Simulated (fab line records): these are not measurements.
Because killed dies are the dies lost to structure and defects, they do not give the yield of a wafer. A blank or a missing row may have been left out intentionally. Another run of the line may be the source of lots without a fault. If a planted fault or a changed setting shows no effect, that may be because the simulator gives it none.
Which tool was responsible? || flow n5_finfet || Sampling: 8 lots, 24 wafers, 5 of 1938 route steps

== WHAT THE GAUGES SHOWED, per wafer ==
N5_BEOL_M4_RC_MEAS_101. Usual: DIBL_N 36.4 mV/V, standard deviation 1.5; DIBL_P 36.6 mV/V, standard deviation 1.9; IOFF_N 0.155 nA/um, standard deviation 0.021; IOFF_P 0.211 nA/um, standard deviation 0.028; ION_N 671 uA/um, standard deviation 8.6; ION_P 462 uA/um, standard deviation 5.8; SS_N 71.5 mV/dec, standard deviation 0.5; SS_P 73.4 mV/dec, standard deviation 0.58; VT_N 250.1 mV, standard deviation 2.4; VT_P -250.1 mV, standard deviation 3.
{"lot": "L453", "measured": "day 7 23:52", "on": "prober-02", "DIBL_N (mV/V)": "35.7 35.3 35.8", "DIBL_P (mV/V)": "35.0 35.4 34.5", "IOFF_N (nA/um)": "0.134 0.138 0.142", "IOFF_P (nA/um)": "0.193 0.200 0.189", "ION_N (uA/um)": "674 667 685", "ION_P (uA/um)": "457 464 461", "SS_N (mV/dec)": "71.2 71.4 71.5", "SS_P (mV/dec)": "72.5 72.0 72.8", "VT_N (mV)": "250.6 248.9 250.2", "VT_P (mV)": "-250.8 -251.9 -252.8", "flag": ""}
{"lot": "L455", "measured": "day 8 10:45", "on": "prober-01", "DIBL_N (mV/V)": "36.4 36.8 36.8", "DIBL_P (mV/V)": "37.3 37.6 38.0", "IOFF_N (nA/um)": "0.155 0.159 0.158", "IOFF_P (nA/um)": "0.241 0.256 0.251", "ION_N (uA/um)": "671 664 675", "ION_P (uA/um)": "472 466 469", "SS_N (mV/dec)": "71.1 70.7 71.4", "SS_P (mV/dec)": "73.9 73.5 74.1", "VT_N (mV)": "248.2 248.4 250.2", "VT_P (mV)": "-247.0 -247.3 -246.1", "flag": ""}
{"lot": "L456", "measured": "day 8 18:28", "on": "prober-01", "DIBL_N (mV/V)": "37.2 38.2 34.9", "DIBL_P (mV/V)": "39.2 39.4 36.1", "IOFF_N (nA/um)": "0.161 0.176 0.127", "IOFF_P (nA/um)": "0.217 0.220 0.173", "ION_N (uA/um)": "673 674 660", "ION_P (uA/um)": "462 460 453", "SS_N (mV/dec)": "71.3 72.0 71.1", "SS_P (mV/dec)": "73.6 73.9 72.8", "VT_N (mV)": "252.4 250.6 256.3", "VT_P (mV)": "-251.4 -250.6 -252.3", "flag": ""}
{"lot": "L457", "measured": "day 8 18:59", "on": "prober-02", "DIBL_N (mV/V)": "35.9 34.8 36.2", "DIBL_P (mV/V)": "35.7 34.6 35.7", "IOFF_N (nA/um)": "0.146 0.130 0.145", "IOFF_P (nA/um)": "0.173 0.158 0.171", "ION_N (uA/um)": "668 665 664", "ION_P (uA/um)": "450 448 456", "SS_N (mV/dec)": "71.1 70.9 70.9", "SS_P (mV/dec)": "73.6 73.4 73.4", "VT_N (mV)": "250.3 251.9 248.6", "VT_P (mV)": "-254.6 -256.9 -255.1", "flag": ""}
{"lot": "L460", "measured": "day 9 16:14", "on": "prober-01", "DIBL_N (mV/V)": "37.1 36.5 36.7", "DIBL_P (mV/V)": "38.8 37.6 38.3", "IOFF_N (nA/um)": "0.171 0.168 0.163", "IOFF_P (nA/um)": "0.237 0.222 0.237", "ION_N (uA/um)": "675 674 675", "ION_P (uA/um)": "466 463 464", "SS_N (mV/dec)": "72.0 71.3 71.5", "SS_P (mV/dec)": "73.4 73.5 73.5", "VT_N (mV)": "248.3 247.9 249.0", "VT_P (mV)": "-246.5 -247.4 -246.5", "flag": ""}
{"lot": "L463", "measured": "day 10 14:41", "on": "prober-02", "DIBL_N (mV/V)": "35.1 34.4 33.7", "DIBL_P (mV/V)": "37.2 36.2 35.3", "IOFF_N (nA/um)": "0.155 0.144 0.133", "IOFF_P (nA/um)": "0.237 0.221 0.204", "ION_N (uA/um)": "672 669 662", "ION_P (uA/um)": "468 458 461", "SS_N (mV/dec)": "71.5 71.2 71.7", "SS_P (mV/dec)": "73.1 73.0 72.8", "VT_N (mV)": "249.5 250.6 252.6", "VT_P (mV)": "-246.7 -246.5 -252.6", "flag": ""}
{"lot": "L472", "measured": "day 12 16:26", "on": "prober-01", "DIBL_N (mV/V)": "36.9 37.9 37.3", "DIBL_P (mV/V)": "37.3 38.5 37.8", "IOFF_N (nA/um)": "0.160 0.186 0.171", "IOFF_P (nA/um)": "0.221 0.218 0.209", "ION_N (uA/um)": "665 686 677", "ION_P (uA/um)": "459 461 460", "SS_N (mV/dec)": "71.8 71.9 71.3", "SS_P (mV/dec)": "73.4 73.7 73.5", "VT_N (mV)": "252.5 247.3 247.6", "VT_P (mV)": "-247.9 -250.5 -250.5", "flag": ""}
{"lot": "L476", "measured": "day 13 20:34", "on": "prober-02", "DIBL_N (mV/V)": "37.5 36.8 38.2", "DIBL_P (mV/V)": "37.3 37.3 38.1", "IOFF_N (nA/um)": "0.160 0.155 0.175", "IOFF_P (nA/um)": "0.168 0.173 0.183", "ION_N (uA/um)": "675 675 691", "ION_P (uA/um)": "452 458 461", "SS_N (mV/dec)": "72.1 70.9 71.8", "SS_P (mV/dec)": "73.6 73.6 73.1", "VT_N (mV)": "248.8 248.2 247.3", "VT_P (mV)": "-257.4 -256.5 -256.1", "flag": ""}

== WHICH TOOL RAN EACH LOT (tool, then ch and the chambers of the sampled wafers, then the start) ==
{"lot": "L453", "N5_BEOL_M4_ETCH_64": "rie_diel-01 ch 0,1,2, day 7 17:14", "N5_BEOL_M4_ETCH_69": "rie_diel-01 ch 0,1,2, day 7 18:05", "N5_BEOL_M4_ETCH_70": "rie_diel-06 ch 0,1,3, day 7 19:18", "N5_BEOL_M4_ETCH_41": "rie_diel-06 ch 0,1,3, day 7 23:52 or earlier"}
{"lot": "L455", "N5_BEOL_M4_ETCH_64": "rie_diel-01 ch 0,2,3, day 7 23:31", "N5_BEOL_M4_ETCH_69": "rie_diel-01 ch 0,2,3, day 8 00:23", "N5_BEOL_M4_ETCH_70": "rie_diel-01 ch 0,1,2, day 8 03:47", "N5_BEOL_M4_ETCH_41": "rie_diel-01 ch 0,1,2, day 8 10:45 or earlier"}
{"lot": "L456", "N5_BEOL_M4_ETCH_64": "rie_diel-06 ch 0,1,2, day 8 04:56", "N5_BEOL_M4_ETCH_69": "rie_diel-04 ch 1,2, day 8 05:47", "N5_BEOL_M4_ETCH_70": "rie_diel-01 ch 1,2, day 8 14:05", "N5_BEOL_M4_ETCH_41": "rie_diel-01 ch 1,2, day 8 18:28 or earlier"}
{"lot": "L457", "N5_BEOL_M4_ETCH_64": "rie_diel-04 ch 0,2,3, day 8 06:11", "N5_BEOL_M4_ETCH_69": "rie_diel-04 ch 0,1,3, day 8 07:01", "N5_BEOL_M4_ETCH_70": "rie_diel-06 ch 0,1,2, day 8 14:16", "N5_BEOL_M4_ETCH_41": "rie_diel-06 ch 0,1,2, day 8 18:59 or earlier"}
{"lot": "L460", "N5_BEOL_M4_ETCH_64": "rie_diel-04 ch 0,1,2, day 9 08:19", "N5_BEOL_M4_ETCH_69": "rie_diel-04 ch 2,3, day 9 09:10", "N5_BEOL_M4_ETCH_70": "rie_diel-06 ch 0,2,3, day 9 11:29", "N5_BEOL_M4_ETCH_41": "rie_diel-06 ch 0,2,3, day 9 16:14 or earlier"}
{"lot": "L463", "N5_BEOL_M4_ETCH_64": "rie_diel-01 ch 0,1, day 10 02:49", "N5_BEOL_M4_ETCH_69": "rie_diel-06 ch 0,2,3, day 10 03:51", "N5_BEOL_M4_ETCH_70": "rie_diel-04 ch 1,2, day 10 09:39", "N5_BEOL_M4_ETCH_41": "rie_diel-04 ch 1,2, day 10 14:41 or earlier"}
{"lot": "L472", "N5_BEOL_M4_ETCH_64": "rie_diel-04 ch 1,2, day 12 09:47", "N5_BEOL_M4_ETCH_69": "rie_diel-01 ch 1,2,3, day 12 10:53", "N5_BEOL_M4_ETCH_70": "rie_diel-01 ch 0,1,3, day 12 11:45", "N5_BEOL_M4_ETCH_41": "rie_diel-01 ch 0,1,3, day 12 16:26 or earlier"}
{"lot": "L476", "N5_BEOL_M4_ETCH_64": "rie_diel-01 ch 1,3, day 13 09:05", "N5_BEOL_M4_ETCH_69": "rie_diel-01 ch 0,1,3, day 13 09:56", "N5_BEOL_M4_ETCH_70": "rie_diel-06 ch 0,2,3, day 13 14:01", "N5_BEOL_M4_ETCH_41": "rie_diel-06 ch 0,2,3, day 13 20:34 or earlier"}
- N5_BEOL_M4_ETCH_64: etches SOC in N2/H2, target depth 75 nm, overetch 22.5 nm, time 121.9 s.
- N5_BEOL_M4_ETCH_69: etches SiARC in CF4, target depth 15.6 nm, time 26 s.
- N5_BEOL_M4_ETCH_70: etches SOC in N2/H2, target depth 80 nm, overetch 24 nm, time 130 s.
- N5_BEOL_M4_ETCH_41: etches SiCN in CH3F/O2, target depth 29.9 nm, time 52.5 s.

== AS READ BY THE TOOLS THEMSELVES (means over the sampled wafers that have a number; for cases with no such wafer, the mark the record gives instead) ==
N5_BEOL_M4_ETCH_64. Usual: drypump_motor_current_A 5.6 A, standard deviation 0.51; oes_product_au 0.61 a.u., standard deviation 0.071; rf_vpp_V 524.3 V, standard deviation 2.3; showerhead_plenum_p_Torr 2.56 Torr, standard deviation 0.081; temp_c 40.01 C, standard deviation 0.11; throttle_valve_pct 17.81 %, standard deviation 0.17.
{"lot": "L453", "tool": "rie_diel-01", "drypump_motor_current_A (A)": 5.2, "oes_product_au (a.u.)": 0.66, "rf_vpp_V (V)": 524.4, "showerhead_plenum_p_Torr (Torr)": 2.55, "temp_c (C)": 40.08, "throttle_valve_pct (%)": 17.72, "flag": ""}
{"lot": "L455", "tool": "rie_diel-01", "drypump_motor_current_A (A)": 5.5, "oes_product_au (a.u.)": 0.66, "rf_vpp_V (V)": 524.8, "showerhead_plenum_p_Torr (Torr)": 2.58, "temp_c (C)": 39.90, "throttle_valve_pct (%)": 17.77, "flag": ""}
{"lot": "L456", "tool": "rie_diel-06", "drypump_motor_current_A (A)": 5.4, "oes_product_au (a.u.)": 0.61, "rf_vpp_V (V)": 524.2, "showerhead_plenum_p_Torr (Torr)": 2.55, "temp_c (C)": 39.86, "throttle_valve_pct (%)": 17.80, "flag": ""}
{"lot": "L457", "tool": "rie_diel-04", "drypump_motor_current_A (A)": 5.9, "oes_product_au (a.u.)": 0.61, "rf_vpp_V (V)": 524.5, "showerhead_plenum_p_Torr (Torr)": 2.55, "temp_c (C)": 40.03, "throttle_valve_pct (%)": 17.89, "flag": ""}
{"lot": "L460", "tool": "rie_diel-04", "drypump_motor_current_A (A)": 5.9, "oes_product_au (a.u.)": 0.58, "rf_vpp_V (V)": 524.9, "showerhead_plenum_p_Torr (Torr)": 2.58, "temp_c (C)": 40.03, "throttle_valve_pct (%)": 18.01, "flag": ""}
{"lot": "L463", "tool": "rie_diel-01", "drypump_motor_current_A (A)": 5.2, "oes_product_au (a.u.)": 0.68, "rf_vpp_V (V)": 524.3, "showerhead_plenum_p_Torr (Torr)": 2.57, "temp_c (C)": 40.02, "throttle_valve_pct (%)": 17.85, "flag": ""}
{"lot": "L472", "tool": "rie_diel-04", "drypump_motor_current_A (A)": 5.9, "oes_product_au (a.u.)": 0.56, "rf_vpp_V (V)": 524.9, "showerhead_plenum_p_Torr (Torr)": 2.57, "temp_c (C)": 40.07, "throttle_valve_pct (%)": 17.95, "flag": ""}
{"lot": "L476", "tool": "rie_diel-01", "drypump_motor_current_A (A)": 5.5, "oes_product_au (a.u.)": 0.64, "rf_vpp_V (V)": 523.8, "showerhead_plenum_p_Torr (Torr)": 2.54, "temp_c (C)": 40.03, "throttle_valve_pct (%)": 17.69, "flag": ""}

N5_BEOL_M4_ETCH_69. Usual: drypump_motor_current_A 5.7 A, standard deviation 0.52; etch_rf_on_time_s 25.9 s, standard deviation 0.36; oes_product_au 0.68 a.u., standard deviation 0.086; rf_vpp_V 184.2 V, standard deviation 1.2; showerhead_plenum_p_Torr 2.15 Torr, standard deviation 0.067; throttle_valve_pct 15.58 %, standard deviation 0.16.
{"lot": "L453", "tool": "rie_diel-01", "drypump_motor_current_A (A)": 5.3, "etch_rf_on_time_s (s)": 25.8, "oes_product_au (a.u.)": 0.74, "rf_vpp_V (V)": 184.6, "showerhead_plenum_p_Torr (Torr)": 2.15, "throttle_valve_pct (%)": 15.48, "flag": ""}
{"lot": "L455", "tool": "rie_diel-01", "drypump_motor_current_A (A)": 5.6, "etch_rf_on_time_s (s)": 26.0, "oes_product_au (a.u.)": 0.74, "rf_vpp_V (V)": 184.3, "showerhead_plenum_p_Torr (Torr)": 2.17, "throttle_valve_pct (%)": 15.53, "flag": ""}
{"lot": "L456", "tool": "rie_diel-04", "drypump_motor_current_A (A)": 5.9, "etch_rf_on_time_s (s)": 26.1, "oes_product_au (a.u.)": 0.67, "rf_vpp_V (V)": 185.0, "showerhead_plenum_p_Torr (Torr)": 2.17, "throttle_valve_pct (%)": 15.57, "flag": ""}
{"lot": "L457", "tool": "rie_diel-04", "drypump_motor_current_A (A)": 5.6, "etch_rf_on_time_s (s)": 26.0, "oes_product_au (a.u.)": 0.61, "rf_vpp_V (V)": 183.8, "showerhead_plenum_p_Torr (Torr)": 2.10, "throttle_valve_pct (%)": 15.71, "flag": ""}
{"lot": "L460", "tool": "rie_diel-04", "drypump_motor_current_A (A)": 5.9, "etch_rf_on_time_s (s)": 25.5, "oes_product_au (a.u.)": 0.69, "rf_vpp_V (V)": 183.4, "showerhead_plenum_p_Torr (Torr)": 2.12, "throttle_valve_pct (%)": 15.47, "flag": ""}
{"lot": "L463", "tool": "rie_diel-06", "drypump_motor_current_A (A)": 5.9, "etch_rf_on_time_s (s)": 25.8, "oes_product_au (a.u.)": 0.69, "rf_vpp_V (V)": 184.1, "showerhead_plenum_p_Torr (Torr)": 2.18, "throttle_valve_pct (%)": 15.64, "flag": ""}
{"lot": "L472", "tool": "rie_diel-01", "drypump_motor_current_A (A)": 5.4, "etch_rf_on_time_s (s)": 26.1, "oes_product_au (a.u.)": 0.68, "rf_vpp_V (V)": 183.4, "showerhead_plenum_p_Torr (Torr)": 2.12, "throttle_valve_pct (%)": 15.48, "flag": ""}
{"lot": "L476", "tool": "rie_diel-01", "drypump_motor_current_A (A)": 5.3, "etch_rf_on_time_s (s)": 26.1, "oes_product_au (a.u.)": 0.72, "rf_vpp_V (V)": 183.8, "showerhead_plenum_p_Torr (Torr)": 2.14, "throttle_valve_pct (%)": 15.54, "flag": ""}

N5_BEOL_M4_ETCH_70. Usual: drypump_motor_current_A 5.7 A, standard deviation 0.53; oes_product_au 0.59 a.u., standard deviation 0.068; rf_vpp_V 524.3 V, standard deviation 2.4; showerhead_plenum_p_Torr 2.56 Torr, standard deviation 0.081; temp_c 40.01 C, standard deviation 0.11; throttle_valve_pct 17.80 %, standard deviation 0.16.
{"lot": "L453", "tool": "rie_diel-06", "drypump_motor_current_A (A)": 5.9, "oes_product_au (a.u.)": 0.55, "rf_vpp_V (V)": 525.4, "showerhead_plenum_p_Torr (Torr)": 2.60, "temp_c (C)": 40.05, "throttle_valve_pct (%)": 17.87, "flag": ""}
{"lot": "L455", "tool": "rie_diel-01", "drypump_motor_current_A (A)": 5.3, "oes_product_au (a.u.)": 0.63, "rf_vpp_V (V)": 523.6, "showerhead_plenum_p_Torr (Torr)": 2.54, "temp_c (C)": 40.06, "throttle_valve_pct (%)": 17.73, "flag": ""}
{"lot": "L456", "tool": "rie_diel-01", "drypump_motor_current_A (A)": 5.1, "oes_product_au (a.u.)": 0.62, "rf_vpp_V (V)": 522.6, "showerhead_plenum_p_Torr (Torr)": 2.50, "temp_c (C)": 40.03, "throttle_valve_pct (%)": 17.57, "flag": ""}
{"lot": "L457", "tool": "rie_diel-06", "drypump_motor_current_A (A)": 5.4, "oes_product_au (a.u.)": 0.59, "rf_vpp_V (V)": 524.2, "showerhead_plenum_p_Torr (Torr)": 2.55, "temp_c (C)": 39.97, "throttle_valve_pct (%)": 17.81, "flag": ""}
{"lot": "L460", "tool": "rie_diel-06", "drypump_motor_current_A (A)": 5.9, "oes_product_au (a.u.)": 0.59, "rf_vpp_V (V)": 526.3, "showerhead_plenum_p_Torr (Torr)": 2.60, "temp_c (C)": 39.92, "throttle_valve_pct (%)": 17.79, "flag": ""}
{"lot": "L463", "tool": "rie_diel-04", "drypump_motor_current_A (A)": 5.9, "oes_product_au (a.u.)": 0.56, "rf_vpp_V (V)": 524.1, "showerhead_plenum_p_Torr (Torr)": 2.58, "temp_c (C)": 39.99, "throttle_valve_pct (%)": 17.92, "flag": ""}
{"lot": "L472", "tool": "rie_diel-01", "drypump_motor_current_A (A)": 5.4, "oes_product_au (a.u.)": 0.63, "rf_vpp_V (V)": 524.5, "showerhead_plenum_p_Torr (Torr)": 2.56, "temp_c (C)": 40.57, "throttle_valve_pct (%)": 17.76, "flag": "OFF"}
{"lot": "L476", "tool": "rie_diel-06", "drypump_motor_current_A (A)": 5.9, "oes_product_au (a.u.)": 0.56, "rf_vpp_V (V)": 524.5, "showerhead_plenum_p_Torr (Torr)": 2.58, "temp_c (C)": 40.10, "throttle_valve_pct (%)": 17.84, "flag": ""}

N5_BEOL_M4_ETCH_41. Usual: drypump_motor_current_A 5.7 A, standard deviation 0.53; oes_product_au 0.80 a.u., standard deviation 0.096; rf_vpp_V 297.6 V, standard deviation 1.5; showerhead_plenum_p_Torr 2.01 Torr, standard deviation 0.061; throttle_valve_pct 16.30 %, standard deviation 0.17.
{"lot": "L453", "tool": "rie_diel-06", "drypump_motor_current_A (A)": 5.9, "oes_product_au (a.u.)": 0.73, "rf_vpp_V (V)": 298.1, "showerhead_plenum_p_Torr (Torr)": 2.04, "throttle_valve_pct (%)": 16.42, "flag": ""}
{"lot": "L455", "tool": "rie_diel-01", "drypump_motor_current_A (A)": 5.2, "oes_product_au (a.u.)": 0.87, "rf_vpp_V (V)": 297.8, "showerhead_plenum_p_Torr (Torr)": 2.00, "throttle_valve_pct (%)": 16.22, "flag": ""}
{"lot": "L456", "tool": "rie_diel-01", "drypump_motor_current_A (A)": 5.1, "oes_product_au (a.u.)": 0.84, "rf_vpp_V (V)": 297.2, "showerhead_plenum_p_Torr (Torr)": 1.97, "throttle_valve_pct (%)": 16.07, "flag": ""}
{"lot": "L457", "tool": "rie_diel-06", "drypump_motor_current_A (A)": 5.4, "oes_product_au (a.u.)": 0.79, "rf_vpp_V (V)": 297.6, "showerhead_plenum_p_Torr (Torr)": 2.01, "throttle_valve_pct (%)": 16.34, "flag": ""}
{"lot": "L460", "tool": "rie_diel-06", "drypump_motor_current_A (A)": 5.9, "oes_product_au (a.u.)": 0.80, "rf_vpp_V (V)": 298.7, "showerhead_plenum_p_Torr (Torr)": 2.04, "throttle_valve_pct (%)": 16.35, "flag": ""}
{"lot": "L463", "tool": "rie_diel-04", "drypump_motor_current_A (A)": 5.9, "oes_product_au (a.u.)": 0.76, "rf_vpp_V (V)": 297.3, "showerhead_plenum_p_Torr (Torr)": 2.02, "throttle_valve_pct (%)": 16.30, "flag": ""}
{"lot": "L472", "tool": "rie_diel-01", "drypump_motor_current_A (A)": 5.3, "oes_product_au (a.u.)": 0.86, "rf_vpp_V (V)": 297.3, "showerhead_plenum_p_Torr (Torr)": 2.00, "throttle_valve_pct (%)": 16.25, "flag": ""}
{"lot": "L476", "tool": "rie_diel-06", "drypump_motor_current_A (A)": 5.9, "oes_product_au (a.u.)": 0.76, "rf_vpp_V (V)": 298.4, "showerhead_plenum_p_Torr (Torr)": 2.03, "throttle_valve_pct (%)": 16.43, "flag": ""}

== THE ANSWER, worked out from the rows above alone ==
Rule: take the mean of a lot's wafers that have a number; if it is more than 3 standard deviations from the usual mean, the lot is off. Also off: a lot with no number at a reading for which 4 or more lots have one. Where the step has rows for the other lots, those lots are counted as sound. First the gauges in route order, then the tools' own readings, where a lot's mean is used as printed above. The first step at which some lot is off is used, and at that step the reading that is off furthest; a lot without a number counts as furthest.
Off: L472 (N5_BEOL_M4_ETCH_70, temp_c).
If a tool, at that step or one of the process steps before it, ran each lot that is off and ran no sound lot following the first of them, it fits. Can't be told from this: 2 tools fit, rie_diel-04 at N5_BEOL_M4_ETCH_64, rie_diel-01 at N5_BEOL_M4_ETCH_70.

== WHAT WAS PUT IN BY THE SIMULATOR ==
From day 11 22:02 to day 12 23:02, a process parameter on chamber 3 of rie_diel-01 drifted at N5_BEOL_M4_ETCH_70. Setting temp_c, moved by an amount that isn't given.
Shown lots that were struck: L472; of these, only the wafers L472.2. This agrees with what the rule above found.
